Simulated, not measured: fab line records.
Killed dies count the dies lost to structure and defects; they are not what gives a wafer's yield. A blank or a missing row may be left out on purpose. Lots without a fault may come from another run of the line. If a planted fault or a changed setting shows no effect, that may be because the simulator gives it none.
Which tool did it? | flow n5_finfet | 24 lots, 72 wafers sampled, at 4 steps of a route of 1938

## WHAT THE GAUGES READ, wafer by wafer
N5_BEOL_M14_CD_MEAS_17: the cd target is 250 nm.
lot  | measured     | on        | cd_nm (nm)
L075 | day 12 01:58 | cd_sem-01 | 250.0 253.2 252.1
L074 | day 12 13:49 | cd_sem-03 | 249.2 252.3 248.6
L076 | day 12 13:58 | cd_sem-03 | 249.1 249.8 250.9
L077 | day 12 14:10 | cd_sem-01 | 249.0 248.0 249.2
L078 | day 13 01:20 | cd_sem-01 | 252.9 250.2 251.5
L079 | day 13 04:40 | cd_sem-03 | 251.3 250.8 250.8
L082 | day 13 13:01 | cd_sem-03 | 251.3 253.3 248.6
L080 | day 13 16:32 | cd_sem-03 | 249.9 252.4 249.9
L081 | day 13 17:15 | cd_sem-01 | 249.9 249.8 252.3
L083 | day 14 09:27 | cd_sem-02 | 251.0 251.5 250.3
L086 | day 14 18:00 | cd_sem-03 | 247.6 249.9 250.8
L085 | day 14 21:41 | cd_sem-02 | 251.9 250.7 252.4
L084 | day 15 00:08 | cd_sem-02 | 249.8 250.5 249.5
L089 | day 15 05:16 | cd_sem-03 | 252.9 250.8 252.4
L087 | day 15 07:52 | cd_sem-03 | 251.5 249.2 248.0
L088 | day 15 08:38 | cd_sem-01 | 246.8 248.8 245.7
L091 | day 15 11:05 | cd_sem-02 | 248.6 252.4 250.0
L090 | day 15 13:33 | cd_sem-02 | 250.9 251.8 248.0
L092 | day 15 23:04 | cd_sem-01 | 252.2 253.8 253.0
L093 | day 16 01:37 | cd_sem-01 | 250.3 250.3 248.8
L094 | day 16 20:33 | cd_sem-02 | 251.0 251.4 252.5
L095 | day 17 02:32 | cd_sem-01 | 251.5 253.6 253.5
L097 | day 17 07:53 | cd_sem-01 | 253.3 249.9 253.5
L096 | day 17 15:33 | cd_sem-01 | 249.4 248.8 246.2

N5_BEOL_M14_INSPECT_55: inspects for defects (darkfield).
lot  | measured     | on                | raw_defect_count
L075 | day 12 05:05 | defect_inspect-02 | 59 47 44
L074 | day 12 18:22 | defect_inspect-01 | 76 65 98
L076 | day 12 19:52 | defect_inspect-02 | 43 52 49
L077 | day 12 19:59 | defect_inspect-01 | 110 57 86
L078 | day 13 07:53 | defect_inspect-01 | 98 59 88
L079 | day 13 08:14 | defect_inspect-02 | 112 64 119
L082 | day 13 16:44 | defect_inspect-01 | 77 115 71
L080 | day 13 19:25 | defect_inspect-02 | 79 51 87
L081 | day 14 00:40 | defect_inspect-01 | 109 89 65
L083 | day 14 14:30 | defect_inspect-02 | 57 99 131
L086 | day 15 04:20 | defect_inspect-02 | 100 93 83
L085 | day 15 04:34 | defect_inspect-01 | 50 94 64
L084 | day 15 05:43 | defect_inspect-02 | 61 75 75
L089 | day 15 08:04 | defect_inspect-02 | 132 103 77
L087 | day 15 14:42 | defect_inspect-01 | 102 136 45
L088 | day 15 20:56 | defect_inspect-02 | 77 40 45
L091 | day 15 22:15 | defect_inspect-01 | 69 74 53
L090 | day 16 01:00 | defect_inspect-02 | 56 91 77
L092 | day 16 05:09 | defect_inspect-01 | 49 35 47
L093 | day 16 06:34 | defect_inspect-02 | 84 69 96
L094 | day 17 01:02 | defect_inspect-02 | 63 87 74
L095 | day 17 11:14 | defect_inspect-01 | 38 21 42
L097 | day 17 11:43 | defect_inspect-02 | 72 52 47
L096 | day 17 18:47 | defect_inspect-01 | 108 79 85

N5_BEOL_M15_CD_MEAS_28: the cd target is 407.6 nm.
lot  | measured     | on        | cd_nm (nm)
L075 | day 12 07:35 | cd_sem-02 | 408.6 408.6 407.7
L074 | day 12 20:45 | cd_sem-01 | 408.2 406.8 407.4
L076 | day 12 22:08 | cd_sem-02 | 406.1 404.3 404.6
L077 | day 12 22:18 | cd_sem-03 | 409.6 408.6 408.4
L078 | day 13 10:13 | cd_sem-02 | 409.9 408.8 410.5
L079 | day 13 10:34 | cd_sem-03 | 409.7 407.7 407.1
L082 | day 13 19:06 | cd_sem-02 | 408.6 404.8 407.1
L080 | day 13 21:44 | cd_sem-01 | 406.7 408.6 408.1
L081 | day 14 02:49 | cd_sem-03 | 409.1 409.8 410.1
L083 | day 14 16:46 | cd_sem-01 | 408.9 408.8 409.2
L086 | day 15 06:31 | cd_sem-02 | 408.6 409.4 409.4
L085 | day 15 07:07 | cd_sem-01 | 409.0 408.9 407.9
L084 | day 15 08:01 | cd_sem-01 | 407.0 407.0 407.4
L089 | day 15 10:43 | cd_sem-02 | 404.4 406.2 405.1
L087 | day 15 16:53 | cd_sem-03 | 406.4 409.0 406.8
L088 | day 15 23:25 | cd_sem-02 | 408.2 409.0 407.1
L091 | day 16 00:35 | cd_sem-01 | 410.4 410.9 411.2
L090 | day 16 03:03 | cd_sem-01 | 406.4 407.9 407.5
L092 | day 16 07:13 | cd_sem-02 | 408.8 410.3 406.8
L093 | day 16 08:44 | cd_sem-01 | 409.4 410.0 410.0
L094 | day 17 03:05 | cd_sem-01 | 405.7 408.6 407.6
L095 | day 17 13:32 | cd_sem-03 | 406.6 405.7 408.4
L097 | day 17 14:07 | cd_sem-03 | 408.3 407.8 407.3
L096 | day 17 20:58 | cd_sem-02 | 407.9 408.5 407.8

## WHICH TOOL RAN EACH LOT (tool, then ch and the chambers of the sampled wafers, then the start)
lot  | N5_BEOL_M14_ETCH_68
L075 | rie_diel-06 ch 0,2,3, day 12 02:41
L074 | rie_diel-06 ch 1,2, day 12 14:25
L076 | rie_diel-05 ch 0,2,3, day 12 14:41
L077 | rie_diel-01 ch 0,1,2, day 12 15:01
L078 | rie_diel-01 ch 0,2, day 13 02:03
L079 | rie_diel-06 ch 0,2, day 13 05:17
L082 | rie_diel-05 ch 0,2, day 13 14:02
L080 | rie_diel-01 ch 0,3, day 13 17:16
L081 | rie_diel-01 ch 0,2,3, day 13 17:51
L083 | rie_diel-05 ch 1,2, day 14 10:02
L086 | rie_diel-01 ch 0,3, day 14 18:43
L085 | rie_diel-05 ch 0,3, day 14 22:19
L084 | rie_diel-06 ch 1,2,3, day 15 00:44
L089 | rie_diel-01 ch 0,3, day 15 05:51
L087 | rie_diel-06 ch 0,2,3, day 15 08:53
L088 | rie_diel-06 ch 0,1,3, day 15 09:28
L091 | rie_diel-01 ch 0,1,2, day 15 11:48
L090 | rie_diel-01 ch 1,2,3, day 15 14:09
L092 | rie_diel-05 ch 1,2, day 15 23:47
L093 | rie_diel-06 ch 0,2,3, day 16 02:20
L094 | rie_diel-01 ch 0,1, day 16 21:16
L095 | rie_diel-05 ch 0,2,3, day 17 03:15
L097 | rie_diel-01 ch 0,1, day 17 08:28
L096 | rie_diel-06 ch 1,2,3, day 17 16:16
- N5_BEOL_M14_ETCH_68: etches SOC in N2/H2, time 450 s.

## AS READ BY THE TOOLS THEMSELVES (means over the sampled wafers that have a number; for cases with no such wafer, the mark the record gives instead)
N5_BEOL_M14_ETCH_68.
lot  | tool        | drypump_motor_current_A (A) | n2_flow_sccm (sccm) | oes_product_au (a.u.) | rf_vpp_V (V) | showerhead_plenum_p_Torr (Torr) | throttle_valve_pct (%)
L075 | rie_diel-06 | 5.2                         | 200.3               | 0.81                  | 526.5        | 2.60                            | 17.79
L074 | rie_diel-06 | 5.6                         | 199.4               | 0.77                  | 525.3        | 2.58                            | 17.76
L076 | rie_diel-05 | 6.0                         | 200.1               | 0.83                  | 523.7        | 2.55                            | 17.71
L077 | rie_diel-01 | 5.5                         | 200.3               | 0.82                  | 524.6        | 2.55                            | 17.64
L078 | rie_diel-01 | 5.3                         | 200.8               | 0.82                  | 523.8        | 2.55                            | 17.61
L079 | rie_diel-06 | 5.3                         | 199.9               | 0.78                  | 526.3        | 2.63                            | 17.83
L082 | rie_diel-05 | 5.8                         | 199.6               | 0.79                  | 523.3        | 2.50                            | 17.76
L080 | rie_diel-01 | 5.5                         | 200.4               | 0.90                  | 525.8        | 2.58                            | 17.62
L081 | rie_diel-01 | 5.3                         | 200.1               | 0.87                  | 525.6        | 2.57                            | 17.63
L083 | rie_diel-05 | 5.8                         | 199.6               | 0.81                  | 522.8        | 2.46                            | 17.86
L086 | rie_diel-01 | 5.5                         | 200.2               | 0.84                  | 524.2        | 2.56                            | 17.63
L085 | rie_diel-05 | 5.9                         | 200.3               | 0.79                  | 524.2        | 2.58                            | 17.66
L084 | rie_diel-06 | 5.6                         | 200.1               | 0.87                  | 527.1        | 2.65                            | 17.63
L089 | rie_diel-01 | 5.5                         | 199.8               | 0.87                  | 524.7        | 2.57                            | 17.64
L087 | rie_diel-06 | 5.2                         | 200.0               | 0.79                  | 525.7        | 2.59                            | 17.84
L088 | rie_diel-06 | 5.5                         | 200.2               | 0.83                  | 524.7        | 2.60                            | 17.80
L091 | rie_diel-01 | 5.5                         | 199.5               | 0.80                  | 524.7        | 2.54                            | 17.68
L090 | rie_diel-01 | 5.5                         | 200.3               | 0.83                  | 524.3        | 2.56                            | 17.69
L092 | rie_diel-05 | 5.8                         | 199.6               | 0.80                  | 521.2        | 2.45                            | 17.88
L093 | rie_diel-06 | 5.2                         | 199.6               | 0.78                  | 525.4        | 2.59                            | 17.84
L094 | rie_diel-01 | 5.6                         | 199.9               | 0.77                  | 524.3        | 2.53                            | 17.71
L095 | rie_diel-05 | 5.9                         | 200.4               | 0.79                  | 523.8        | 2.53                            | 17.78
L097 | rie_diel-01 | 5.6                         | 200.1               | 0.78                  | 524.2        | 2.53                            | 17.70
L096 | rie_diel-06 | 5.5                         | 200.5               | 0.83                  | 526.7        | 2.64                            | 17.67

## THE ANSWER, worked out from the rows above alone
Rule: usual is defined by the lots themselves. The widest of any qualifying gaps counts: lots, ordered by their means at a reading, are off when they make up no more than a third of the lots, leave a main group of 4 or more, and stand apart from it by 3 or more times the standard deviation of that group's means. If all means in a main group match to the digits the tables above print for the reading, that group is not used. A lot without any number at a reading at which 4 lots or more have one is off too. Where the step has rows for the other lots, those lots are counted as sound. The gauges are gone through in route order, then the tools' own readings, and for those a lot's mean is taken as printed above. At the first step where some lot is off, the reading lying furthest off is the one used; lots without a number count as furthest.
None of the lots is off at any reading shown; this tells nothing.

## WHAT HAD BEEN PUT IN BY THE SIMULATOR
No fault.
